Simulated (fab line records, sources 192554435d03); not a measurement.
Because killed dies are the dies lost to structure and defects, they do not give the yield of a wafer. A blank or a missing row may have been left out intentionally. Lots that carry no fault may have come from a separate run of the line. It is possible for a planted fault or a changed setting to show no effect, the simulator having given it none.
Chamber matching ; flow n5_finfet ; 4 sister chambers for N5_DUMMY_GATE_CMP_04 on cmp-02
The step polishes a-Si. 22 wafers are shown with their chamber, then 11 later ones without.

== EACH WAFER AND ITS CHAMBER ==
wafer;chamber;motor_current_A (A);time_to_endpoint_s (s);edge_zone_pressure_frac
L074.2;3;11.0;13.6;0.992
L074.5;0;9.3;11.9;0.990
L074.6;1;10.5;15.8;0.992
L076.1;1;10.4;15.4;0.997
L076.3;0;9.7;12.2;0.998
L076.5;2;9.8;11.2;1.004
L078.1;2;9.3;13.9;1.001
L078.5;0;10.2;10.0;1.005
L078.6;3;11.0;12.2;1.000
L079.3;0;9.0;13.9;1.001
L079.5;0;9.3;12.0;0.999
L079.6;1;11.5;16.1;1.005
L082.2;3;10.6;14.7;1.003
L082.3;1;11.2;15.9;0.999
L082.6;3;11.1;12.9;0.999
L085.1;0;9.7;10.8;0.992
L085.3;2;9.5;15.2;1.005
L085.4;1;10.7;17.0;1.001
L086.2;2;9.5;12.0;1.002
L086.4;1;11.1;13.3;1.001
L086.5;1;11.0;16.8;0.996
L089.1;3;10.7;12.0;1.001

SIGNATURES (averages over the wafers above)
reading;chamber 0;chamber 1;chamber 2;chamber 3;scatter within a chamber
motor_current_A;9.533;10.914;9.525;10.880;0.346
time_to_endpoint_s;11.800;15.757;13.075;13.080;1.34
edge_zone_pressure_frac;0.99750;0.99871;1.00300;0.99900;0.00436
Rule: for each reading, subtract the chamber's mean from the wafer's reading, divide by that reading's scatter and square the result; add these up over the readings and take the root, which gives the wafer's distance from the chamber. The wafer belongs to the nearest chamber; if the next one is less than 2 further off, it can't be placed. The scatter: take each reading less its chamber's mean, square it, sum over the shown wafers, divide by the number of wafers less the number of chambers, and take the root.

== WAFERS WITH NO CHAMBER GIVEN ==
wafer;motor_current_A (A);time_to_endpoint_s (s);edge_zone_pressure_frac
L089.4;9.6;11.5;1.002
L089.6;9.6;8.7;1.001
L090.2;10.7;8.8;0.998
L090.4;9.3;7.7;1.003
L090.5;9.3;8.6;1.003
L095.1;10.0;12.8;1.001
L095.3;9.3;8.8;1.009
L095.4;11.2;13.5;0.996
L096.3;9.4;9.3;1.011
L096.4;11.1;15.7;1.007
L096.6;9.8;11.1;1.003

== CHAMBER TAKEN BY EACH ==
wafer;from the rows above;in truth
L089.4;can't be placed: 0 or 2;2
L089.6;can't be placed: 0 or 2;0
L090.2;can't be placed: 3 or 0 or 2 or 1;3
L090.4;can't be placed: 0 or 2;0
L090.5;can't be placed: 0 or 2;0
L095.1;can't be placed: 2 or 0 or 3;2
L095.3;can't be placed: 0 or 2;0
L095.4;can't be placed: 3 or 1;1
L096.3;can't be placed: 2 or 0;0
L096.4;can't be placed: 1 or 3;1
L096.6;can't be placed: 0 or 2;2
0 of 11 placed correctly. From these rows, 11 cannot be placed; in 11 the true chamber is one of the candidates. Placed wrongly: 0.
